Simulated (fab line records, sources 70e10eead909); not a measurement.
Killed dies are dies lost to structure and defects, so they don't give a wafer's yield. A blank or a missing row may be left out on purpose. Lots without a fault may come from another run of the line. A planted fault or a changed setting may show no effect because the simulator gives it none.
Problem report in the 8D (eight disciplines) form, filled by code | flow nand_harc | the parts of the form that need people (team, actions taken, sign-off) are left out

1. THE PROBLEM
thk_nm at NHARC_A_ONON_D2_THK_MEAS_02 reads a mean of 636 nm on 3 wafers of 2 lots; wafers without a fault read 1002 nm with a standard deviation of 9.6. That is -38 standard deviations from the usual mean.
The step: measures by ellipsometry.
First seen on wafer L435.5, day 19 09:13, on film_metro-01. The record holds 40 wafers of 14 lots with a number at this step. Rule for "out", or "out of limits": more than 4 standard deviations from the usual mean. The other wafers with a number count as sound.

2. WHAT IT IS AND WHAT IT IS NOT
question                    | is                           | is not
which readings at this step | thk_nm                       | -
which lots                  | L435, L437                   | L418, L419, L420, L421, L422, L423, L424, L426, L427, L428, L439, L440
which wafers of those lots  | L435.5, L435.6, L437.6       | L437.1
read on which gauges        | film_metro-01, film_metro-02 | -
when                        | from day 19 09:13            | up to then (30 sound wafers); but 7 sound wafers of L437, L439, L440 came after

3. SUSPECTS, AND WHAT RULES EACH OUT
Counting: a tool at a process step up to the reading stays a suspect if it ran every lot that is out. Sound lots after the first of them don't rule it out here, since some wafers of a struck lot are sound.
- the gauge at NHARC_A_ONON_D2_THK_MEAS_02: ruled out. The wafers that are out were read on 2 gauges (film_metro-01, film_metro-02).
- rie_diel-10 at NHARC_A_CHANNEL_HOLE_D1_ETCH_44 (etches the open film in CF4/O2, target depth 140 nm, overetch 14 nm, time 77 s): kept. It ran every lot that is out, first L435 (day 15 22:34); its last sound lot up to then is L427 (day 12 14:58).
- pecvd_onon-04 at NHARC_A_ONON_D2_DEP_00 (target thk 1000 nm): kept. It ran every lot that is out, first L435 (day 19 08:56); its last sound lot up to then is L428 (day 17 04:11).
Left after counting: rie_diel-10 at NHARC_A_CHANNEL_HOLE_D1_ETCH_44, pecvd_onon-04 at NHARC_A_ONON_D2_DEP_00.

4. THE CAUSE (what the simulator had put in)
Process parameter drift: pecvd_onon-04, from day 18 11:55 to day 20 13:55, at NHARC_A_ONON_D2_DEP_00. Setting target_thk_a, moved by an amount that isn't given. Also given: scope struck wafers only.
Counting left 2 suspects, and this tool is among them.

5. THE CHAIN OF EFFECTS, in route order
Each row: a reading whose mean over the struck wafers that have a number lies more than 3 standard deviations from the usual. Only readings for which the record gives a usual standard deviation are gone through. hours: the time from each lot's start at the first step in this table that gives one to its start at this step, as a median over the lots. sigmas: the change in usual standard deviations.
hours | step                        | reading | usual   | on struck wafers | change | sigmas
0     | NHARC_A_ONON_D2_THK_MEAS_02 | thk_nm  | 1002 nm | 636              | -366   | -38

6. WHAT WOULD HAVE CAUGHT IT SOONER
In this record the first reading out of limits at a measuring or inspecting step was taken at day 19 09:13, 21 hours after the fault began at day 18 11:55.
Of the lots that are out (2), L437 began NHARC_A_ONON_D2_DEP_00 on pecvd_onon-04 after day 19 09:13. A hold on the tool at that time would have spared it.
